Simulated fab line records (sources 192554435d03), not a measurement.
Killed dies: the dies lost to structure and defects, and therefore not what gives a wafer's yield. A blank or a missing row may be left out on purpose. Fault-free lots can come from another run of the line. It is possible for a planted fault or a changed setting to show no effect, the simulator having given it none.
fab line records	flow n5_finfet
[record] lots = 7	wafers = 39
route steps=1938 shown FIN_SAQP@116 DUMMY_GATE@228 SD_EPI_N@293 HKMG_FIN@388 MOL_CONTACT_COAG@584 BEOL_M4@1111
start_h: start of the lot's first displayed wafer, in hours after the record's first day	wait_h: time in hours since the lot's previous step	" repeats the value in the row above	L1.1+2: a single row standing in for several wafers	- value missing, or start not given	* or withheld: withheld	< > ~ a bound
route shown NAME@n: a module of which the file shows steps, and the number in the route of the first	usual: mean and standard deviation over wafers with no fault	same: alike in all rows	chamber/n: place in a boat	sites: per-site readings	_std_site: the values' standard deviation	_edge_site: the outer-site mean with the inner-site mean subtracted	radius_mm: how far each site lies from the wafer's centre	mask NAME#n: copy n	behind: the tool/chamber that last shaped the wafer	hold: cause of the lot's hold/its duration in hours/its outcome	device: which transistor (n, p or np) failed to switch	end of line: tests run on the same wafers once the route is complete	for a step that has no rows: nothing shown but its recipe	killed: at the first sort, the dies lost to defects and structure; wafer yield is something else	map: a wafer's dies, x killed, . not, _ none there
set.NAME: setting as actually run; set.NAME@STEP: the setting as run at that earlier step	model.NAME: the simulator's own value behind a step, which no gauge read
one table per step and one row per wafer, for lots whose settings were changed on purpose
[[steps]]
[step N5_FIN_SAQP_ETCH_52]
[recipe] chemistry = N2/H2	target = SOC	target_depth_a = 1000	overetch_a = 200	mask_material = SiARC	temp_c = 40	time_s = 150	ion_energy_ev = 200	pressure_mtorr = 30	source_w = 840	bias_w = 150	n2_flow_sccm = 200	h2_flow_sccm = 200	ends = end_point
[step N5_DUMMY_GATE_EXPOSE_12]
[recipe] mask_id = GATE	na = 0.33	source_shape = annular	sigma_inner = 0.2	sigma_outer = 0.6	polarization = unpolarized	target_cd_nm = 25	dose_mj = 34
[step N5_DUMMY_GATE_ETCH_37]
[recipe] chemistry = N2/H2	target = SOC	target_depth_a = 600	overetch_a = 300	temp_c = 40	ion_energy_ev = 200	pressure_mtorr = 30	source_w = 840	bias_w = 150	n2_flow_sccm = 200	h2_flow_sccm = 200
[step N5_DUMMY_GATE_ETCH_31]
[recipe] chemistry = C4F6/O2	target = SiO2	mask_material = SOC	target_depth_a = 825	time_s = 27.5	ion_energy_ev = 250	pressure_mtorr = 30	source_w = 345	bias_w = 185	Ar_flow_sccm = 300	C4F6_flow_sccm = 10	O2_flow_sccm = 10
[step N5_SD_EPI_N_LINER_46]
[recipe] material = SiNx	target_thk_a = 30	temp_c = 400	ald_precursor_family = SiH2I2	ald_co_reactant = N2/H2-plasma	pressure_torr = 2
[step N5_HKMG_FIN_ALD_74]
[recipe] material = La2O3	target_thk_a = 5	temp_c = 250	ald_precursor_family = La-Cp	ald_co_reactant = O3	pulse_time_s = 6	co_reactant_pulse_time_s = 1	purge_time_s = 3	co_reactant_purge_time_s = 3
[step N5_HKMG_FIN_ETCH_58]
[recipe] chemistry = N2/H2	target = SOC	target_depth_a = 2158	ion_energy_ev = 50	bias_w = 13	time_s = 741	pressure_mtorr = 30	source_w = 875	n2_flow_sccm = 200	h2_flow_sccm = 200
[step N5_MOL_CONTACT_COAG_ETCHBACK_135]
[recipe] chemistry = CHF3	target = SiO2	target_depth_a = 250	time_s = 16.7	ion_energy_ev = 200	pressure_mtorr = 30	source_w = 610	bias_w = 170	Ar_flow_sccm = 200	CHF3_flow_sccm = 50
[step N5_BEOL_M4_RC_MEAS_101]
[usual] REXT_P = 100.3/2.9	VT_N_LVT = 100/3.9	VT_P = -249/3.4	VT_P_LONG = -274.3/3
lot.wafer	tool	chamber	start_h	wait_h	set.source_w@FIN_SAQP_ETCH_52	set.dose_mj@DUMMY_GATE_EXPOSE_12	set.source_w@DUMMY_GATE_ETCH_37	set.target_depth_a@DUMMY_GATE_ETCH_31	set.target_thk_a@SD_EPI_N_LINER_46	set.target_thk_a@HKMG_FIN_ALD_74	set.bias_w@HKMG_FIN_ETCH_58	set.time_s@MOL_CONTACT_COAG_ETCHBACK_135	REXT_P[ohm.um]	VT_N_LVT[mV]	VT_P[mV]	VT_P_LONG[mV]
L077.1	prober-02	0	196.07	0.0	840	34	840	825	34.76	5	13	18.73	103.6	94	-252	-273.9
L077.2	"	0	"	"	840	35.26	840	825	30	5	14.15	16.7	96.4	99	-248	-275.1
L077.3	"	0	"	"	840	34	840	825	30	5.237	13	18.73	97.1	90	-251	-276.2
L077.4	"	0	"	"	941.1	35.26	840	825	34.76	5	13	16.7	104.3	98	-254	-276.3
L077.5	"	0	"	"	941.1	35.26	840	825	30	5.237	14.15	18.73	97.9	88	-248	-278.4
L077.6	"	0	"	"	941.1	34	840	825	34.76	5.237	14.15	16.7	104.4	94	-260	-280.0
L082.1	prober-01	0	213.22	0.0	840	34	840	742.6	30	5	13	16.7	98.4	99	-247	-273.5
L082.2	"	0	"	"	840	34	936.2	742.6	26.07	5.239	13	14.38	94.1	92	-244	-278.6
L082.3	"	0	"	"	840	32.98	840	825	30	5	13	14.38	98.7	97	-244	-273.2
L082.4	"	0	"	"	840	32.98	936.2	825	30	5.239	13	16.7	100.2	95	-248	-275.3
L082.5	"	0	"	"	840	34	840	825	26.07	5.239	13	14.38	94.7	95	-245	-276.8
L082.6	"	0	"	"	840	32.98	936.2	742.6	26.07	5	13	16.7	95.7	100	-243	-274.3
L088.1	prober-01	0	262.25	0.0	840	34	840	825	30	5	13	16.7	101.0	92	-246	-274.4
L088.4	"	0	"	"	840	34	840	825	30	5	13	16.7	98.7	95	-244	-274.5
L088.5	"	0	"	"	840	34	840	825	30	5	13	16.7	100.6	97	-249	-275.0
L089.1	prober-02	0	264.19	0.0	986.6	36.22	840	853.6	30	5.573	14.54	16.7	100.7	86	-254	-281.4
L089.2	"	0	"	"	986.6	34	840	825	31.29	5.573	14.54	16.7	102.4	91	-259	-281.4
L089.3	"	0	"	"	840	36.22	840	853.6	31.29	5	13	16.7	105.9	92	-245	-269.0
L089.4	"	0	"	"	840	34	840	853.6	30	5.573	13	16.7	101.0	90	-255	-280.4
L089.5	"	0	"	"	840	36.22	840	825	30	5	13	16.7	103.4	91	-243	-272.8
L089.6	"	0	"	"	986.6	34	840	825	31.29	5	14.54	16.7	100.9	102	-252	-272.0
L095.1	prober-02	0	295.93	0.0	840	34.97	840	745.1	30	4.632	10.74	16.7	98.6	110	-248	-275.6
L095.2	"	0	"	"	840	34.97	887	745.1	32.04	5	10.74	12.86	101.7	101	-253	-279.1
L095.3	"	0	"	"	840	34	840	745.1	32.04	4.632	13	16.7	100.8	108	-248	-275.9
L095.4	"	0	"	"	840	34.97	887	825	30	4.632	13	12.86	94.7	113	-249	-274.7
L095.5	"	0	"	"	840	34	840	825	32.04	5	13	12.86	99.5	108	-260	-279.3
L095.6	"	0	"	"	840	34	887	825	30	5	10.74	16.7	98.8	103	-253	-278.7
L096.1	prober-01	0	298.57	0.0	716.7	36.45	840	731.3	30	4.838	13	16.7	103.7	103	-243	-268.4
L096.2	"	0	"	"	840	36.45	840	825	30	5	13	14.91	104.9	99	-247	-272.5
L096.3	"	0	"	"	716.7	34	840	731.3	30	4.838	13.78	14.91	108.4	100	-249	-274.0
L096.4	"	0	"	"	716.7	36.45	840	825	30	5	13.78	16.7	106.4	97	-246	-272.3
L096.5	"	0	"	"	840	34	840	825	30	4.838	13	16.7	103.9	101	-244	-270.8
L096.6	"	0	"	"	840	34	840	731.3	30	5	13.78	14.91	108.1	103	-255	-273.7
L097.1	prober-01	0	314.81	0.0	988.3	34	840	825	30	5	13	12.99	104.9	105	-255	-278.0
L097.2	"	0	"	"	988.3	34	840	825	30	5	12.08	16.7	105.8	104	-254	-277.9
L097.3	"	0	"	"	840	34	840	740.3	31.35	5	13	16.7	106.4	104	-257	-277.5
L097.4	"	0	"	"	840	34	699.1	740.3	30	5	12.08	16.7	102.8	107	-257	-279.8
L097.5	"	0	"	"	988.3	34	699.1	740.3	31.35	5	13	12.99	106.2	105	-259	-277.3
L097.6	"	0	"	"	840	34	699.1	825	31.35	5	12.08	12.99	106.0	104	-256	-279.8
[[key]]
[split] step = N5_FIN_SAQP_ETCH_52	setting = source_w	stated_as = 840
response none clear
[split] step = N5_DUMMY_GATE_EXPOSE_12	setting = dose_mj	stated_as = 34
response none clear
[split] step = N5_DUMMY_GATE_ETCH_37	setting = source_w	stated_as = 840
response none clear
[split] step = N5_DUMMY_GATE_ETCH_31	setting = target_depth_a	stated_as = 825
response none clear
[split] step = N5_SD_EPI_N_LINER_46	setting = target_thk_a	stated_as = 30
[response] step = N5_BEOL_M4_RC_MEAS_101	reading = REXT_P	slope = +0.413	per = 1%	together_with = all	explained = 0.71
[split] step = N5_HKMG_FIN_ALD_74	setting = target_thk_a	stated_as = 5
[response] step = N5_BEOL_M4_RC_MEAS_101	reading = VT_P_LONG	slope = -0.716	per = 1%	together_with = all	explained = 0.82
[response] step = N5_BEOL_M4_RC_MEAS_101	reading = VT_P	slope = -0.796	per = 1%	together_with = all	explained = 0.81
[response] step = N5_BEOL_M4_RC_MEAS_101	reading = VT_N_LVT	slope = -0.773	per = 1%	together_with = all	explained = 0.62
[split] step = N5_HKMG_FIN_ETCH_58	setting = bias_w	stated_as = 13
response none clear
[split] step = N5_MOL_CONTACT_COAG_ETCHBACK_135	setting = time_s	stated_as = 16.7
response none clear
